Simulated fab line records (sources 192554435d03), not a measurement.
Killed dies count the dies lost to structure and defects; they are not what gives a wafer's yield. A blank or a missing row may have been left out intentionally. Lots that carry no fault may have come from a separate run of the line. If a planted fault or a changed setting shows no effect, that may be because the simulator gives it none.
One fault seen from 2 desks || flow n5 finfet || what lay behind the numbers comes last; until then each desk has only its own

## DESK OF THE TOOL OWNER: rie diel-05
The tool's own readings at N5_BEOL_M9_ETCH_62 (etches SOC in N2/H2, target depth 110 nm, overetch 22 nm, time 165 s): means of the sampled wafers that have a number, for each lot that ran on this tool. A lot is out of limits, marked OUT, if its mean lies more than 4 standard deviations from the usual mean; the brackets give that distance. It has 8 readings, of which 7 appear: the earliest out of limits, and the ones furthest out on some lot.
Columns: A = drypump motor current A at N5_BEOL_M9_ETCH_62, usual 5.8 A; B = h2 flow sccm at N5_BEOL_M9_ETCH_62, usual 200.0 sccm; C = oes product au at N5_BEOL_M9_ETCH_62, usual 0.63 a.u.; D = rf fwd power W at N5_BEOL_M9_ETCH_62, usual 837.3 W; E = rf vpp V at N5_BEOL_M9_ETCH_62, usual 524.0 V; F = showerhead plenum p Torr at N5_BEOL_M9_ETCH_62, usual 2.54 Torr; G = throttle valve pct at N5_BEOL_M9_ETCH_62, usual 17.90 %
{"lot": "L445", "first seen here": "day 10 00:18", "A": 5.6, "B": 200.2, "C": 0.61, "D": 837.6, "E": 524.0, "F": 2.55, "G": 18.03}
{"lot": "L450", "first seen here": "day 11 12:40", "A": 5.7, "B": 199.7, "C": 0.63, "D": 838.5, "E": 525.2, "F": 2.56, "G": 17.97}
{"lot": "L453", "first seen here": "day 12 18:19", "A": 5.7, "B": 200.3, "C": 0.62, "D": "1039.1 (+70) OUT", "E": "489.5 (-13) OUT", "F": 2.63, "G": 17.88}
{"lot": "L454", "first seen here": "day 13 00:39", "A": 5.6, "B": 199.3, "C": 0.59, "D": "1040.4 (+70) OUT", "E": "489.3 (-13) OUT", "F": 2.62, "G": 17.96}
This desk finds L453, L454 out of limits, L453 being first, at day 12 18:19 (rf fwd power W at N5_BEOL_M9_ETCH_62). L445, L450 stayed within limits.

## METROLOGY DESK
Means of the sampled wafers that have a number, per lot and without regard to the tool the lot ran on: this is what the gauges read. A lot is out of limits, marked OUT, if its mean lies more than 4 standard deviations from the usual mean; the brackets give that distance.
Columns: A = cd nm at N5_BEOL_M9_CD_MEAS_18, usual 70.2 nm; B = V8_OVL at N5_BEOL_M9_OVL_MEAS_29, usual 0.0 nm
{"lot": "L443", "first seen here": "day 9 12:25", "A": 69.9, "B": -0.7}
{"lot": "L445", "first seen here": "day 10 00:40", "A": 70.2, "B": -0.6}
{"lot": "L450", "first seen here": "day 11 13:02", "A": 70.2, "B": 0.4}
{"lot": "L451", "first seen here": "day 12 01:32", "A": 70.8, "B": -0.4}
{"lot": "L453", "first seen here": "day 12 18:52", "A": 70.7, "B": 0.0}
{"lot": "L454", "first seen here": "day 13 01:01", "A": 71.5, "B": 0.3}
{"lot": "L458", "first seen here": "day 13 20:40", "A": 70.7, "B": 0.6}
{"lot": "L459", "first seen here": "day 13 21:06", "A": 70.1, "B": 0.6}
{"lot": "L460", "first seen here": "day 13 22:05", "A": 70.9, "B": -0.7}
{"lot": "L462", "first seen here": "day 15 02:22", "A": 69.9, "B": 0.9}
This desk's finding: nothing out of limits on any of the 10 lots.

## BROUGHT TOGETHER
At day 12 18:19, on L453, L454, the tool owner's desk was in a position to raise an alarm.
From the metrology desk's view, nothing was out of limits.
The metrology desk has L453, L454 on record, within its limits.
Every lot named ran N5_BEOL_M9_ETCH_62 on rie diel-05.

## WHAT THE SIMULATOR HAD PUT IN
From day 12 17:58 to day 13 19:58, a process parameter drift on rie diel-05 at N5_BEOL_M9_ETCH_62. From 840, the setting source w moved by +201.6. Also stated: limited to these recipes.
Struck lots among those shown: L453, L454.
Delay in hours, fault start to first out-of-limits reading, by desk: the tool owner's desk at 0.
